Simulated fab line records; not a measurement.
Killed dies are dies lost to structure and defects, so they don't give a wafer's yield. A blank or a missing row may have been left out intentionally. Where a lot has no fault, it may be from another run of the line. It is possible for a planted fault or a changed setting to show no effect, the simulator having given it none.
Matching of chambers -- flow n5-finfet -- 3 sister chambers for N5_BEOL_M7_DEP_56 on pecvd-01
The step deposits SiCN from 3MS/NH3, target thk 10 nm, time 17.5 s. 3 wafers are shown with their chamber, then 10 later ones without.

== WAFERS WITH THEIR CHAMBER ==
wafer,chamber,throttle-valve-pct (%)
L088.5,2,8.7
L088.6,1,8.5
L091.4,0,9.7

== WAFERS MISSING THEIR CHAMBER ==
wafer,throttle-valve-pct (%)
L091.5,8.5
L092.2,8.5
L092.3,8.7
L092.5,8.7
L094.2,9.5
L094.3,8.7
L094.4,9.6
L093.2,8.6
L093.3,9.5
L093.6,8.9

== CHAMBER TAKEN BY EACH ==
wafer,from the rows above,in truth
L091.5,can't be placed: 1 or 2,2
L092.2,can't be placed: 1 or 2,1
L092.3,can't be placed: 2 or 1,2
L092.5,can't be placed: 2 or 1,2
L094.2,0,0
L094.3,can't be placed: 2 or 1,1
L094.4,0,0
L093.2,can't be placed: 1 or 2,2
L093.3,0,0
L093.6,can't be placed: 2 or 1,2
3 of 10 placed correctly. Not placeable from these rows: 7 (in 7, the candidates include the true chamber). Wrongly placed: 0.
How it was worked out, from the rows above alone: a wafer's distance from a chamber is the root of the sum, over the readings, of the square of ((its reading less the chamber's mean) divided by the reading's scatter). The wafer belongs to the nearest chamber; if the next one is less than 2 further off, it can't be placed. The mean given for a chamber averages the wafers shown for that chamber. The scatter: root of mean squared gap, hidden wafer to nearest shown wafer, with one shown wafer a chamber.
